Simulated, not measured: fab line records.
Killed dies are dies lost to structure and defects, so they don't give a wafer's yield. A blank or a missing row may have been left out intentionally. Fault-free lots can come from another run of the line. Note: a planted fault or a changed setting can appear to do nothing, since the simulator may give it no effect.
One fault seen from 3 desks / flow nand_harc / each desk holds nothing but its own numbers, with what lay behind them at the end

== AT THE METROLOGY DESK ==
What the gauges read, lot by lot, whatever tool the lot ran on: means of the sampled wafers that have a number. Marked OUT: a lot whose mean sits more than 4 standard deviations from the usual mean, which makes it out of limits; the brackets give that distance.
Columns: A = thk_nm at NHARC_P_M1_THK_MEAS_24, usual 157.8 nm; B = cd_nm at NHARC_P_M2_CD_MEAS_09, usual 170.1 nm
lot=L810; first seen here=day 6 23:00; A=158.9; B=170.0
lot=L811; first seen here=day 7 02:32; A=159.0; B=169.5
lot=L813; first seen here=day 8 02:30; A=158.6; B=170.3
lot=L814; first seen here=day 8 07:04; A=158.3; B=169.7
lot=L816; first seen here=day 9 05:09; A=157.2; B=169.7
lot=L817; first seen here=day 9 18:25; A=157.3; B=170.2
lot=L818; first seen here=day 10 07:21; A=159.2; B=170.9
lot=L819; first seen here=day 10 09:31; A=159.3; B=170.8
lot=L824; first seen here=day 12 10:35; A=156.6; B=170.1
lot=L825; first seen here=day 12 23:17; A=158.4; B=170.6
lot=L826; first seen here=day 13 10:47; A=158.2; B=190.6 (+35) OUT
lot=L830; first seen here=day 15 05:30; A=158.7; B=191.6 (+37) OUT
lot=L832; first seen here=day 15 20:21; A=157.7; B=170.2
This desk finds L826, L830 out of limits, L826 being first, at day 13 12:18 (cd_nm at NHARC_P_M2_CD_MEAS_09). In limits: L810, L811, L813, L814, L816, L817, L818, L819, L824, L825, L832.

== TOOL OWNER'S DESK, litho_track-01 ==
The tool's own readings at NHARC_P_M2_PEB_07 (peb time 65 s): means of the sampled wafers that have a number, for each lot that ran on this tool. Marked OUT: a lot whose mean sits more than 4 standard deviations from the usual mean, which makes it out of limits; the brackets give that distance.
Columns: A = heater_power_total_W at NHARC_P_M2_PEB_07, usual 156.6 W; B = plate_temp_C at NHARC_P_M2_PEB_07, usual 100.01 C
lot=L813; first seen here=day 8 03:58; A=156.6; B=99.97
lot=L816; first seen here=day 9 06:37; A=156.5; B=100.12
lot=L818; first seen here=day 10 08:49; A=156.3; B=99.91
lot=L819; first seen here=day 10 10:51; A=156.5; B=99.99
lot=L824; first seen here=day 12 12:49; A=156.6; B=100.12
lot=L825; first seen here=day 13 00:44; A=156.3; B=100.07
lot=L826; first seen here=day 13 12:13; A=171.8 (+36) OUT; B=106.84 (+57) OUT
lot=L830; first seen here=day 15 06:58; A=171.1 (+35) OUT; B=106.89 (+57) OUT
This desk finds L826, L830 out of limits, L826 being first, at day 13 12:13 (heater_power_total_W at NHARC_P_M2_PEB_07). In limits: L813, L816, L818, L819, L824, L825.

== THE DEFECT DESK ==
Lot by lot, what the route's inspections counted, given as the mean of those sampled wafers with a number. Marked OUT: a lot whose mean sits more than 4 standard deviations from the usual mean, which makes it out of limits; the brackets give that distance.
Columns: A = raw_defect_count at NHARC_P_M2_INSPECT_11, usual 5.1
lot=L810; first seen here=day 7 00:35; A=4.3
lot=L811; first seen here=day 7 04:13; A=10.0
lot=L813; first seen here=day 8 04:10; A=10.3
lot=L814; first seen here=day 8 08:44; A=2.7
lot=L816; first seen here=day 9 06:50; A=4.7
lot=L817; first seen here=day 9 20:05; A=4.7
lot=L818; first seen here=day 10 09:01; A=3.3
lot=L819; first seen here=day 10 11:03; A=2.0
lot=L824; first seen here=day 12 13:01; A=3.3
lot=L825; first seen here=day 13 00:57; A=5.7
lot=L826; first seen here=day 13 12:26; A=4.0
lot=L830; first seen here=day 15 07:10; A=7.7
lot=L832; first seen here=day 15 22:01; A=4.7
Result from this desk: across the 13 lots, nothing is out of limits.

== ALL TOGETHER ==
The tool owner's desk had the chance to raise an alarm at day 13 12:13 on L826, L830.
At day 13 12:18 the metrology desk could have sounded an alarm, on L826, L830.
Nothing out of limits was seen by the defect desk.
The defect desk has L826, L830 on record, within its limits.
All the named lots went through NHARC_P_M2_PEB_07 on litho_track-01.

== WHAT THE SIMULATOR HAD INSERTED ==
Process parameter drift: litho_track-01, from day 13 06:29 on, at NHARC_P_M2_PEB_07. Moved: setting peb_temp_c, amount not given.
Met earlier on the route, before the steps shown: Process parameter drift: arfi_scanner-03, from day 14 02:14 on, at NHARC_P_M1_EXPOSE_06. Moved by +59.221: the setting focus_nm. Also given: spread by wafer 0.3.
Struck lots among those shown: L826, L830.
Delay (hours) between the fault's onset and each desk's first out-of-limits reading: 6 at the tool owner's desk, 6 at the metrology desk.
